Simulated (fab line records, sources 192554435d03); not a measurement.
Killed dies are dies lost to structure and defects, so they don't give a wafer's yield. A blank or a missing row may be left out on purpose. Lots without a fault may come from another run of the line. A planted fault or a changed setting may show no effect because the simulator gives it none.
Split-lot experiment | flow n5_finfet | 7 lots, 21 wafers read, on a route of 1938 steps

THE SPLIT
At N5_BEOL_M9_COAT_05 (resist thk 90 nm), the setting spin_rpm was moved away from the recipe's 1500 rpm on 5 of the 21 wafers read, by -9.6% to +4.4%. The other wafers ran this setting at the recipe's value.

The reading is taken at the split's own step.

THE READING
CAR-ArF_of_BEOL_M9_COAT_05.thk_nm (the simulator's own value, which no gauge read), in nm, at N5_BEOL_M9_COAT_05 (resist thk 90 nm). The file gives no usual value for it. The 16 wafers here that ran the recipe average 90.2 nm, standard deviation 0.33 nm.

wafer  | tool, chamber at the split | spin_rpm as run, rpm | against the recipe | CAR-ArF_of_BEOL_M9_COAT_05.thk_nm, nm | against lot-mates on the recipe
L077.3 | litho_track-05, 0          | 1500                 | recipe             | 90                                    | -
L077.4 | litho_track-05, 0          | 1500                 | recipe             | 90                                    | -
L077.5 | litho_track-05, 0          | 1500                 | recipe             | 90.2                                  | -
L078.2 | litho_track-04, 0          | 1371                 | -8.6%              | 93.6                                  | +4.2
L078.5 | litho_track-04, 0          | 1500                 | recipe             | 89.4                                  | -
L078.6 | litho_track-04, 0          | 1371                 | -8.6%              | 93.8                                  | +4.4
L082.1 | litho_track-04, 0          | 1356                 | -9.6%              | 94.4                                  | +4.6
L082.2 | litho_track-04, 0          | 1500                 | recipe             | 89.8                                  | -
L082.5 | litho_track-04, 0          | 1500                 | recipe             | 89.8                                  | -
L090.1 | litho_track-05, 0          | 1500                 | recipe             | 90                                    | -
L090.3 | litho_track-05, 0          | 1500                 | recipe             | 90                                    | -
L090.6 | litho_track-05, 0          | 1566                 | +4.4%              | 88.2                                  | -1.8
L091.1 | litho_track-04, 0          | 1399                 | -6.7%              | 93.4                                  | +3.1
L091.3 | litho_track-04, 0          | 1500                 | recipe             | 90.4                                  | -
L091.4 | litho_track-04, 0          | 1500                 | recipe             | 90.2                                  | -
L095.1 | litho_track-05, 0          | 1500                 | recipe             | 90.2                                  | -
L095.3 | litho_track-05, 0          | 1500                 | recipe             | 90.2                                  | -
L095.5 | litho_track-05, 0          | 1500                 | recipe             | 90.6                                  | -
L097.1 | litho_track-02, 0          | 1500                 | recipe             | 90.6                                  | -
L097.2 | litho_track-02, 0          | 1500                 | recipe             | 90.6                                  | -
L097.4 | litho_track-02, 0          | 1500                 | recipe             | 90.6                                  | -

THE FIT
A straight line over all 21 wafers: CAR-ArF_of_BEOL_M9_COAT_05.thk_nm changes by -0.433 nm for each +1% of spin_rpm; r = -0.98; the points scatter about the line by 0.32 nm.
The same after taking each lot's own level away (the mean of its wafers on the recipe; 21 wafers): -0.48 nm for each +1%; r = -1.00; scatter 0.13 nm.
On that fit, the largest move of spin_rpm shifts the reading by 4.6 nm.
The lots' own levels span 89.40 to 90.60 nm, that is 3.6 times the standard deviation above.
So the lot-to-lot level changes the slope little: the two slopes agree.
Check: with one of the wafers moved furthest among these (-9.6%) left out of the fit, the line predicts +4.64 nm for it against its lot-mates. It came out at +4.6 nm against them.

OTHER SPLITS ON THESE WAFERS
These wafers also went through other splits before the reading. Each is held against what the fit with the lots' levels taken away leaves over:
other split on the same wafers    | wafers away from the commonest value | r with CAR-ArF_of_BEOL_M9_COAT_05.thk_nm (lot level and that fit taken away)
N5_BEOL_M6_EXPOSE_25 dose_mj      | 4                                    | +0.12
N5_BEOL_M7_PECVD_70 temp_c        | 10                                   | -0.38
N5_BEOL_M7_HM_DEP_02 target_thk_a | 8                                    | +0.19
N5_BEOL_M7_TRENCH_ETCH_37 bias_w  | 6                                    | +0.12
N5_BEOL_M7_ETCH_41 source_w       | 6                                    | -0.05

THE FILE'S OWN FIT
CAR-ArF_of_BEOL_M9_COAT_05.thk_nm changes by -0.476 nm for each +1% of spin_rpm, r = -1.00.
